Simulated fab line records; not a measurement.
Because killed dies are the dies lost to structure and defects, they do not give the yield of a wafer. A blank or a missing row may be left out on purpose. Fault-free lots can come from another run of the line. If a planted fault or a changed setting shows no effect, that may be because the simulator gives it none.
Comparing a struck lot with a sound one || flow n5 finfet || 29 out of 1938 route steps
Sound: wafers L247.1, L247.2, L247.6. Wafers L242.2, L242.4, L242.6 were the ones struck. The cause is named last.
Order at every step that has rows: each side's tool, ch and its chambers, its first start. Under that, the readings that differ: sound wafers || struck wafers || difference of the means || sigmas: that difference in standard deviations of wafers without a fault.
alike: words and numbers the same on both sides, and readings whose means are apart by under 2 such deviations; not compared: readings that were withheld, readings missing a value for some wafer, numbers with overlapping values and no deviation given by the record, and bounds like >300 which may hide the same value.
Wherever a step has rows on one side only, a row that says differs or no value, or a row with sigmas, the two part there. When numbers do not overlap yet have no deviation, they are printed without sigmas and do not part them. A reading missing from all wafers of one side parts the sides only when that side holds two or more wafers.

first, 11 steps without rows for these wafers: N5_BEOL_M1_SPUTTER_92 (material Cu, target thk 4.5 nm, time 8.29 s); N5_BEOL_M1_ANNEAL_93 (time 240 s); N5_BEOL_M1_SPUTTER_94 (material Cu, target thk 4.5 nm, time 8.29 s); N5_BEOL_M1_ANNEAL_95 (time 240 s); N5_BEOL_M1_SPUTTER_96 (material Cu, target thk 4.5 nm, time 8.29 s); N5_BEOL_M1_ECD_50 (material Cu, target thk 300 nm); N5_BEOL_M1_ANNEAL_51 (time 90 s); N5_BEOL_M1_CMP_52 (polishes, stops on SiOC, t overpolish 6.8 s, target thk 40 nm); N5_BEOL_M1_PRE_CLEAN_60 (time 15 s); N5_BEOL_M1_CO_CAP_55 (material Co, precursor CCTBA/H2, target thk 2 nm, time 102.1 s); N5_BEOL_M1_PRE_CLEAN_56 (time 15 s).
N5_BEOL_M1_DEP_57: deposits SiCN from 3MS/NH3, target thk 8 nm, time 14 s.
  sound on pecvd-02 ch 1,2, day 12 02:11; struck on pecvd-03 ch 0,1,2, day 10 13:27
  alike: rf fwd power W, showerhead plenum p Torr, throttle valve pct
N5_BEOL_M1_INSPECT_59: inspects for defects (darkfield).
  sound on defect inspect-01 at day 12 02:17; struck on defect inspect-02 at day 10 13:32
{"reading": "raw defect count", "sound": "123 101 84", "struck": "1389 1355 1337", "difference": "+1258", "sigmas": "+55"}
then, 12 steps without rows for these wafers: N5_BEOL_M2_ILD_DEP_00 (deposits SiOC from DEMS/O2, target thk 79 nm, time 15.3 s); N5_BEOL_M2_PECVD_72 (deposits SiO2 from TEOS/O2, target thk 16 nm, time 18 s); N5_BEOL_M2_HM_DEP_02 (deposits TiN, target thk 20 nm); N5_BEOL_M2_COAT_61 (time 60 s, resist thk 60 nm); N5_BEOL_M2_COAT_62 (time 60 s, resist thk 12 nm); N5_BEOL_M2_COAT_73 (time 60 s, resist thk 5 nm); N5_BEOL_M2_COAT_05 (resist thk 30 nm); N5_BEOL_M2_EBR_07; N5_BEOL_M2_SOFTBAKE_06 (time 60 s); N5_BEOL_M2_EXPOSE_08 (exposes mask M2); N5_BEOL_M2_PEB_09 (peb time 60 s); N5_BEOL_M2_DEVELOP_10 (develop time 30 s).
N5_BEOL_M2_INSPECT_13: inspects for defects (brightfield).
  sound on defect inspect-01 at day 12 03:07; struck on defect inspect-02 at day 10 14:48
{"reading": "raw defect count", "sound": "542 555 440", "struck": "1745 1699 1604", "difference": "+1170", "sigmas": "+14"}
then, 1 step without rows for these wafers: N5_BEOL_M2_DESCUM_16 (chemistry O2, time 7 s).
N5_BEOL_M4_RC_MEAS_101:
  sound on prober-01 ch 0, day 14 08:47; struck on prober-02 ch 0, day 11 23:52
  alike: DIBL_N, DIBL_P, IOFF_N, IOFF_P, ION_N, ION_P, SS_N, SS_P, VT_N, VT_P
-- here the record skips 4 days between the struck wafers' starts before and after, leaving off in module BEOL_M4 and picking up in module PASSIVATION (first step shown: number 1936 of the route) --
N5_PASSIVATION_PROBE_49:
  rows exist in the record for the struck wafers here (prober-01, day 16 07:21), but not for the sound ones

== WHERE THEY PART ==
At N5_BEOL_M1_INSPECT_59 first; at N5_PASSIVATION_PROBE_49 last (within this record only).

WHY: what the simulator had put in
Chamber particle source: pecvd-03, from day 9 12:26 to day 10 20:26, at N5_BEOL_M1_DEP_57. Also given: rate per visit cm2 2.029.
